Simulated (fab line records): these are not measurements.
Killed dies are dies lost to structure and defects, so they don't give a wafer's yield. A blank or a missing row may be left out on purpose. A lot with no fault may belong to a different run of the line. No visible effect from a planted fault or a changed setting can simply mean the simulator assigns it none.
Struck lot and sound lot, side by side | flow n5Finfet | 19 out of 1938 route steps
Sound: the wafers L626.1, L626.4, L626.5. Wafers L632.1, L632.4, L632.6 were the ones struck. Last of all comes the cause.
Per side, at each step with rows, come the tool, then ch with its chambers, and then its first start. Under that, the readings that differ: sound wafers | struck wafers | difference of the means | sigmas: that difference in standard deviations of wafers without a fault.
alike: words and numbers the same on both sides, and readings whose means are apart by under 2 such deviations; not compared: readings that were withheld, readings missing a value for some wafer, numbers with overlapping values and no deviation given by the record, and bounds like >300 which may hide the same value.
Wherever a step has rows on one side only, a row that says differs or no value, or a row with sigmas, the two part there. When numbers do not overlap yet have no deviation, they are printed without sigmas and do not part them. Lack of a reading on every wafer of one side parts them only where that side has two or more wafers.

N5_BEOL_M14_CMP_49: polishes, stops on SiO2, t overpolish 5.2 s, target thk 560 nm.
  sound on cmp-03 ch 0,1,2, day 12 06:54; struck on cmp-01 ch 0,2,3, day 13 09:08
  alike: barrierFieldEndpointS, motorCurrentA, overpolishRunS, timeToEndpointS
N5_BEOL_M14_THK_MEAS_50: measures by xrf.
  sound on filmMetro-02, day 12 07:10; struck on filmMetro-02, day 13 09:26
  alike: M14_THK
then, 1 step without rows for these wafers: N5_BEOL_M14_PRE_CLEAN_52 (time 15 s).
N5_BEOL_M14_DEP_53: deposits SiCN from 3MS/NH3, target thk 50 nm, time 17.8 s.
  sound on pecvd-02 ch 1,2, day 12 07:13; struck on pecvd-03 ch 0,2, day 13 09:30
  alike: showerheadPlenumPTorr, throttleValvePct
N5_BEOL_M14_RS_MEAS_54: measurement is done with a four-point probe.
  sound on filmMetro-01, day 12 07:17; struck on filmMetro-02, day 13 09:34
  alike: M14_RS
N5_BEOL_M14_INSPECT_55: inspects for defects (darkfield).
  sound on defectInspect-02, day 12 07:19; struck on defectInspect-02, day 13 09:35
  alike: rawDefectCount
N5_BEOL_M15_ILD_DEP_00: deposits SiO2 from TEOS/O2, target thk 1629.3 nm, time 346.1 s.
  sound on pecvd-02 ch 0,1,2, day 12 07:21; struck on pecvd-01 ch 0,2, day 13 09:38
  alike: heaterPowerW, showerheadPlenumPTorr, throttleValvePct
N5_BEOL_M15_THK_MEAS_01:
  sound on filmMetro-02, day 12 07:36; struck on filmMetro-02, day 13 10:00
  alike: M15_ILD_THK
then, 4 steps without rows for these wafers: N5_BEOL_M15_COAT_58 (time 60 s, resist thk 89 nm); N5_BEOL_M15_COAT_04 (resist thk 800 nm); N5_BEOL_M15_EBR_06; N5_BEOL_M15_SOFTBAKE_05 (time 60 s).
N5_BEOL_M15_EXPOSE_07: exposes mask V14.
  sound on krfScanner-01 ch 0, day 12 07:44; struck on krfScanner-01 ch 0, day 13 10:16
reading           | sound             | struck            | difference | sigmas
exposureDoseMJCm2 | 41.19 41.21 41.18 | 39.18 39.19 39.25 | -1.99      | -8
  alike: mask, reticleTempC
then, 3 steps without rows for these wafers: N5_BEOL_M15_PEB_08 (peb time 90 s); N5_BEOL_M15_DEVELOP_09 (develop time 45 s); N5_BEOL_M15_HARDBAKE_14 (time 120 s).
N5_BEOL_M15_CD_MEAS_10: target cd 360 nm.
  sound on cdSem-03 ch 0, day 12 07:55; struck on cdSem-02 ch 0, day 13 10:26
reading   | sound             | struck            | difference | sigmas
cdNm (nm) | 359.5 357.6 360.3 | 354.7 350.6 352.6 | -6.5       | -3
N5_BEOL_M15_OVL_MEAS_11:
  sound on overlay-02 ch 0, day 12 07:56; struck on overlay-01 ch 0, day 13 10:28
  alike: V14_OVL
next, for these wafers, 1 step has no rows: N5_PASSIVATION_PROBE_49.

== WHERE THEY PART ==
Earliest at N5_BEOL_M15_EXPOSE_07; latest, in this record, at N5_BEOL_M15_CD_MEAS_10. Later steps at which nothing parts them and some readings are alike: N5_BEOL_M15_OVL_MEAS_11.

WHY: what the simulator had put in
Process parameter drift: krfScanner-01, from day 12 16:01 on, at N5_BEOL_M15_EXPOSE_07. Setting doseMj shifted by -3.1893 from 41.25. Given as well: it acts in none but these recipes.
